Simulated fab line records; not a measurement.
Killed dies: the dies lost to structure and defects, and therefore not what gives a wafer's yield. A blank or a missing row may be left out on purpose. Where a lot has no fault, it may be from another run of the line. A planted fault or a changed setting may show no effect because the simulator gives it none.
Split-lot experiment / flow n5_finfet / 7 lots, 21 wafers read, on a route of 1938 steps

ON THE SPLIT
At N5_BEOL_M9_DEP_56 (deposits SiCN from 3MS/NH3, target thk 15 nm, time 26.5 s), the setting time_s was moved away from the recipe's 26.5 s on 6 of the 21 wafers read, by -6.6% to +10.6%. This setting was run at the recipe's value on the other wafers.

The reading comes from the split's own step.

THE READING
SiCN_of_BEOL_M9_DEP_56.thk_nm (the simulator's own value, which no gauge read), in nm, at N5_BEOL_M9_DEP_56 (deposits SiCN from 3MS/NH3, target thk 15 nm, time 26.5 s). There is no usual value for it anywhere in the file. Average 15.1 nm, standard deviation 0.25 nm, over the 15 wafers here run with the recipe.

wafer=L077.1; tool, chamber at the split=pecvd-04, 0,1; time_s as run, s=26.5; against the recipe=recipe; SiCN_of_BEOL_M9_DEP_56.thk_nm, nm=15.2; against lot-mates on the recipe=-
wafer=L077.5; tool, chamber at the split=pecvd-04, 0,1; time_s as run, s=26.5; against the recipe=recipe; SiCN_of_BEOL_M9_DEP_56.thk_nm, nm=15.2; against lot-mates on the recipe=-
wafer=L077.4; tool, chamber at the split=pecvd-04, 2; time_s as run, s=26.5; against the recipe=recipe; SiCN_of_BEOL_M9_DEP_56.thk_nm, nm=15.4; against lot-mates on the recipe=-
wafer=L075.2; tool, chamber at the split=pecvd-01, 1; time_s as run, s=26.5; against the recipe=recipe; SiCN_of_BEOL_M9_DEP_56.thk_nm, nm=14.4; against lot-mates on the recipe=-
wafer=L075.3; tool, chamber at the split=pecvd-01, 0; time_s as run, s=26.5; against the recipe=recipe; SiCN_of_BEOL_M9_DEP_56.thk_nm, nm=14.8; against lot-mates on the recipe=-
wafer=L075.6; tool, chamber at the split=pecvd-01, 0; time_s as run, s=28.88; against the recipe=+9.0%; SiCN_of_BEOL_M9_DEP_56.thk_nm, nm=16.6; against lot-mates on the recipe=+2.0
wafer=L082.2; tool, chamber at the split=pecvd-04, 0; time_s as run, s=26.5; against the recipe=recipe; SiCN_of_BEOL_M9_DEP_56.thk_nm, nm=15; against lot-mates on the recipe=-
wafer=L082.4; tool, chamber at the split=pecvd-04, 0; time_s as run, s=26.5; against the recipe=recipe; SiCN_of_BEOL_M9_DEP_56.thk_nm, nm=15.2; against lot-mates on the recipe=-
wafer=L082.5; tool, chamber at the split=pecvd-04, 1; time_s as run, s=26.5; against the recipe=recipe; SiCN_of_BEOL_M9_DEP_56.thk_nm, nm=14.8; against lot-mates on the recipe=-
wafer=L083.2; tool, chamber at the split=pecvd-04, 0,2; time_s as run, s=28.2; against the recipe=+6.4%; SiCN_of_BEOL_M9_DEP_56.thk_nm, nm=15.8; against lot-mates on the recipe=no lot-mate on the recipe
wafer=L083.3; tool, chamber at the split=pecvd-04, 0,2; time_s as run, s=28.2; against the recipe=+6.4%; SiCN_of_BEOL_M9_DEP_56.thk_nm, nm=15.8; against lot-mates on the recipe=no lot-mate on the recipe
wafer=L083.6; tool, chamber at the split=pecvd-04, 2; time_s as run, s=28.2; against the recipe=+6.4%; SiCN_of_BEOL_M9_DEP_56.thk_nm, nm=16; against lot-mates on the recipe=no lot-mate on the recipe
wafer=L088.1; tool, chamber at the split=pecvd-03, 0; time_s as run, s=26.5; against the recipe=recipe; SiCN_of_BEOL_M9_DEP_56.thk_nm, nm=15.2; against lot-mates on the recipe=-
wafer=L088.2; tool, chamber at the split=pecvd-03, 1; time_s as run, s=26.5; against the recipe=recipe; SiCN_of_BEOL_M9_DEP_56.thk_nm, nm=14.8; against lot-mates on the recipe=-
wafer=L088.6; tool, chamber at the split=pecvd-03, 2; time_s as run, s=24.74; against the recipe=-6.6%; SiCN_of_BEOL_M9_DEP_56.thk_nm, nm=14.4; against lot-mates on the recipe=-0.6
wafer=L089.1; tool, chamber at the split=pecvd-04, 1; time_s as run, s=26.5; against the recipe=recipe; SiCN_of_BEOL_M9_DEP_56.thk_nm, nm=15.2; against lot-mates on the recipe=-
wafer=L089.3; tool, chamber at the split=pecvd-04, 1; time_s as run, s=26.5; against the recipe=recipe; SiCN_of_BEOL_M9_DEP_56.thk_nm, nm=15.2; against lot-mates on the recipe=-
wafer=L089.4; tool, chamber at the split=pecvd-04, 0; time_s as run, s=29.32; against the recipe=+10.6%; SiCN_of_BEOL_M9_DEP_56.thk_nm, nm=16.8; against lot-mates on the recipe=+1.6
wafer=L097.2; tool, chamber at the split=pecvd-04, 0; time_s as run, s=26.5; against the recipe=recipe; SiCN_of_BEOL_M9_DEP_56.thk_nm, nm=15; against lot-mates on the recipe=-
wafer=L097.4; tool, chamber at the split=pecvd-04, 2,1; time_s as run, s=26.5; against the recipe=recipe; SiCN_of_BEOL_M9_DEP_56.thk_nm, nm=15.2; against lot-mates on the recipe=-
wafer=L097.5; tool, chamber at the split=pecvd-04, 2,1; time_s as run, s=26.5; against the recipe=recipe; SiCN_of_BEOL_M9_DEP_56.thk_nm, nm=15.2; against lot-mates on the recipe=-
If several chambers appear in one row, that row covers several wafers at once and the file leaves open which wafer was in which chamber.

FIT RESULTS
A straight line over all 21 wafers: SiCN_of_BEOL_M9_DEP_56.thk_nm changes by +0.143 nm for each +1% of time_s; r = +0.92; the points scatter about the line by 0.25 nm.
The same after taking each lot's own level away (the mean of its wafers on the recipe; 18 wafers): +0.161 nm for each +1%; r = +0.94; scatter 0.22 nm.
On that fit, the largest move of time_s shifts the reading by 1.7 nm.
From 14.60 to 15.27 nm: that is the span of the lots' own levels, equal to 2.7 times the standard deviation above.
So the lot-to-lot level changes the slope: the two fits differ.
Check: for one of the wafers moved furthest among these (+10.6%), held out of the fit, the line's prediction against its lot-mates is +1.92 nm. Against them it came out at +1.6 nm.

ADDITIONAL SPLITS CARRIED BY THESE WAFERS
Other splits were also applied to these wafers ahead of the reading. Each is held against what the fit with the lots' levels taken away leaves over:
other split on the same wafers=N5_BEOL_M7_HM_DEP_02 target_thk_a; wafers away from the commonest value=5; r with SiCN_of_BEOL_M9_DEP_56.thk_nm (lot level and that fit taken away)=-0.17
other split on the same wafers=N5_BEOL_M8_ILD_DEP_00 time_s; wafers away from the commonest value=6; r with SiCN_of_BEOL_M9_DEP_56.thk_nm (lot level and that fit taken away)=-0.03
other split on the same wafers=N5_BEOL_M8_HM_DEP_02 target_thk_a; wafers away from the commonest value=9; r with SiCN_of_BEOL_M9_DEP_56.thk_nm (lot level and that fit taken away)=+0.34
other split on the same wafers=N5_BEOL_M9_ILD_DEP_00 time_s; wafers away from the commonest value=5; r with SiCN_of_BEOL_M9_DEP_56.thk_nm (lot level and that fit taken away)=+0.18
other split on the same wafers=N5_BEOL_M9_COAT_05 spin_rpm; wafers away from the commonest value=9; r with SiCN_of_BEOL_M9_DEP_56.thk_nm (lot level and that fit taken away)=+0.09

FILE'S OWN FIT
SiCN_of_BEOL_M9_DEP_56.thk_nm changes by +0.164 nm for each +1% of time_s, r = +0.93.
